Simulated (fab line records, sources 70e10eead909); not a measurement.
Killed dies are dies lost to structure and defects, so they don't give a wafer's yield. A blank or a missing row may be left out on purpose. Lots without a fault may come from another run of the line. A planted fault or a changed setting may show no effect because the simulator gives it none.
Problem report in the 8D (eight disciplines) form, filled by code | flow nand_harc | the parts of the form that need people (team, actions taken, sign-off) are left out

1. THE PROBLEM
thk_nm at NHARC_A_ONON_D2_THK_MEAS_21 reads a mean of 1088 nm on 2 wafers of 2 lots; wafers without a fault read 997 nm with a standard deviation of 11. That is +8.3 standard deviations from the usual mean.
The step: measures by ellipsometry.
First seen on wafer L741.4, day 18 23:17, on film_metro-01. The record holds 40 wafers of 14 lots with a number at this step. Rule for "out", or "out of limits": more than 4 standard deviations from the usual mean. The other wafers with a number count as sound.

2. WHAT IT IS AND WHAT IT IS NOT
question                    | is                           | is not
which readings at this step | thk_nm                       | -
which lots                  | L741, L744                   | L727, L728, L729, L730, L731, L732, L733, L734, L735, L737, L748, L749
which wafers of those lots  | L741.4, L744.4               | L741.5, L744.2
read on which gauges        | film_metro-01, film_metro-02 | -
when                        | from day 18 23:17            | up to then (31 sound wafers); but 7 sound wafers of L744, L748, L749 came after

3. SUSPECTS, AND WHAT RULES EACH OUT
Counting: a tool at a process step up to the reading stays a suspect if it ran every lot that is out. Sound lots after the first of them don't rule it out here, since some wafers of a struck lot are sound.
- the gauge at NHARC_A_ONON_D2_THK_MEAS_21: ruled out. The wafers that are out were read on 2 gauges (film_metro-01, film_metro-02).
- pecvd_onon-01 at NHARC_A_ONON_D2_DEP_19 (target thk 1000 nm): kept. It ran every lot that is out, first L741 (day 18 22:56); its last sound lot up to then is L737 (day 17 04:37).
Left after counting: pecvd_onon-01 at NHARC_A_ONON_D2_DEP_19.

4. THE CAUSE (what the simulator had put in)
Process parameter drift: pecvd_onon-01, from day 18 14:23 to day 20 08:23, at NHARC_A_ONON_D2_DEP_19. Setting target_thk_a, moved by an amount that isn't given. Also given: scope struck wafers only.
Counting left only this tool.

5. THE CHAIN OF EFFECTS, in route order
Each row: a reading whose mean over the struck wafers that have a number lies more than 3 standard deviations from the usual. Only readings for which the record gives a usual standard deviation are gone through. hours: the time from each lot's start at the first step in this table that gives one to its start at this step, as a median over the lots. sigmas: the change in usual standard deviations.
hours | step                        | reading | usual  | on struck wafers | change | sigmas
0     | NHARC_A_ONON_D2_THK_MEAS_21 | thk_nm  | 997 nm | 1088             | +92    | +8.3

6. WHAT WOULD HAVE CAUGHT IT SOONER
In this record the first reading out of limits at a measuring or inspecting step was taken at day 18 23:17, 9 hours after the fault began at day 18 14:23.
Of the lots that are out (2), L744 began NHARC_A_ONON_D2_DEP_19 on pecvd_onon-01 after day 18 23:17. A hold on the tool at that time would have spared it.
